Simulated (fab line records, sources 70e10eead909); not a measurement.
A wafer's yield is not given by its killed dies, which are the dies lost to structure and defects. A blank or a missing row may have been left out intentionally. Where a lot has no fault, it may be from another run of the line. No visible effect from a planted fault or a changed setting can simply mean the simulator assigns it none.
Chamber matching | flow nand harc | 3 sister chambers for NHARC_P_M1_DEP_33 on pecvd-03
The step deposits SiCN, target thk 30 nm. 6 wafers are shown with their chamber, then 9 later ones without.

## WAFERS WITH THEIR CHAMBER
wafer  | chamber | heater power w (W)
L076.3 | 2       | 524
L076.5 | 2       | 531
L085.6 | 0       | 541
L088.2 | 1       | 619
L088.3 | 0       | 460
L088.5 | 1       | 623

## WAFERS WHOSE CHAMBER IS MISSING
wafer  | heater power w (W)
L091.1 | 581
L091.3 | 561
L091.5 | 518
L094.1 | 626
L094.5 | 627
L094.6 | 632
L094.2 | 621
L094.3 | 642
L094.4 | 634

## WHICH CHAMBER EACH WENT THROUGH
wafer  | from the rows above          | in truth
L091.1 | can't be placed: 1 or 2 or 0 | 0
L091.3 | can't be placed: 2 or 1 or 0 | 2
L091.5 | can't be placed: 2 or 0      | 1
L094.1 | 1                            | 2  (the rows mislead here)
L094.5 | 1                            | 1
L094.6 | 1                            | 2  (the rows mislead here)
L094.2 | 1                            | 1
L094.3 | 1                            | 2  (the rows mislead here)
L094.4 | 1                            | 1
Placed correctly: 3 of 9. Cannot be placed on the basis of these rows: 3; the candidates contain the true chamber in 2. 3 placed wrongly.
How it was worked out, from the rows above alone: a wafer's distance from a chamber is the root of the sum, over the readings, of the square of ((its reading less the chamber's mean) divided by the reading's scatter). If the next closest chamber is less than 2 further off than the closest, the wafer can't be placed; otherwise it belongs to the closest. Each chamber's mean is taken over the wafers shown for it. The scatter is the square root of a quotient: the sum, over the shown wafers, of each reading's squared deviation from its chamber's mean, divided by wafers minus chambers.
